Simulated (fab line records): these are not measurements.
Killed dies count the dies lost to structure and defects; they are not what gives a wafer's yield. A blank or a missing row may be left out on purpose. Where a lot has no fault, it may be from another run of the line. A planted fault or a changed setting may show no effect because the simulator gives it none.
Matching of chambers + flow nandHarc + rieSi-06 running NHARC_A_ZERO_WELL_ETCH_13: 4 sister chambers
The step etches the open film in HBr/Cl2, target depth 120 nm, time 40.1 s. 8 wafers are shown with their chamber, then 9 later ones without.

== WAFERS, EACH WITH ITS CHAMBER ==
| wafer  | chamber | drypumpMotorCurrentA (A) | hbrFlowSccm (sccm) |
|--------|---------|--------------------------|--------------------|
| L076.1 | 3       | 5.6                      | 151.2              |
| L083.5 | 1       | 6.5                      | 149.5              |
| L087.2 | 0       | 5.6                      | 149.5              |
| L087.5 | 1       | 6.5                      | 149.9              |
| L087.6 | 2       | 5.5                      | 149.7              |
| L089.1 | 3       | 5.6                      | 150.8              |
| L089.4 | 2       | 5.4                      | 149.4              |
| L089.5 | 0       | 5.6                      | 150.5              |

== WAFERS WITHOUT THEIR CHAMBER ==
| wafer  | drypumpMotorCurrentA (A) | hbrFlowSccm (sccm) |
|--------|--------------------------|--------------------|
| L092.3 | 6.5                      | 149.9              |
| L092.4 | 5.6                      | 150.1              |
| L092.6 | 6.5                      | 150.3              |
| L095.3 | 6.5                      | 149.7              |
| L095.4 | 5.6                      | 150.7              |
| L095.6 | 5.6                      | 151.1              |
| L096.3 | 5.6                      | 149.8              |
| L096.4 | 6.5                      | 150.0              |
| L096.5 | 5.6                      | 150.4              |

== WHICH CHAMBER EACH WENT THROUGH ==
| wafer  | from the rows above     | in truth                   |
|--------|-------------------------|----------------------------|
| L092.3 | 1                       | 1                          |
| L092.4 | can't be placed: 0 or 3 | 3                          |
| L092.6 | 1                       | 1                          |
| L095.3 | 1                       | 1                          |
| L095.4 | can't be placed: 3 or 0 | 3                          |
| L095.6 | 3                       | 3                          |
| L096.3 | 0                       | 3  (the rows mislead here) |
| L096.4 | 1                       | 1                          |
| L096.5 | can't be placed: 0 or 3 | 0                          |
Correctly placed: 5 of 9. Unplaceable from these rows: 3, with the true chamber sitting among the candidates in 3. Placed wrongly: 1.
How it was worked out, from the rows above alone: a wafer's distance from a chamber is the root of the sum, over the readings, of the square of ((its reading less the chamber's mean) divided by the reading's scatter). If the next closest chamber is less than 2 further off than the closest, the wafer can't be placed; otherwise it belongs to the closest. A chamber's mean is the mean of its shown wafers. How the scatter is found: for the shown wafers, subtract from each reading the mean of its chamber, square and add these, divide the total by (wafers less chambers), then take the root.
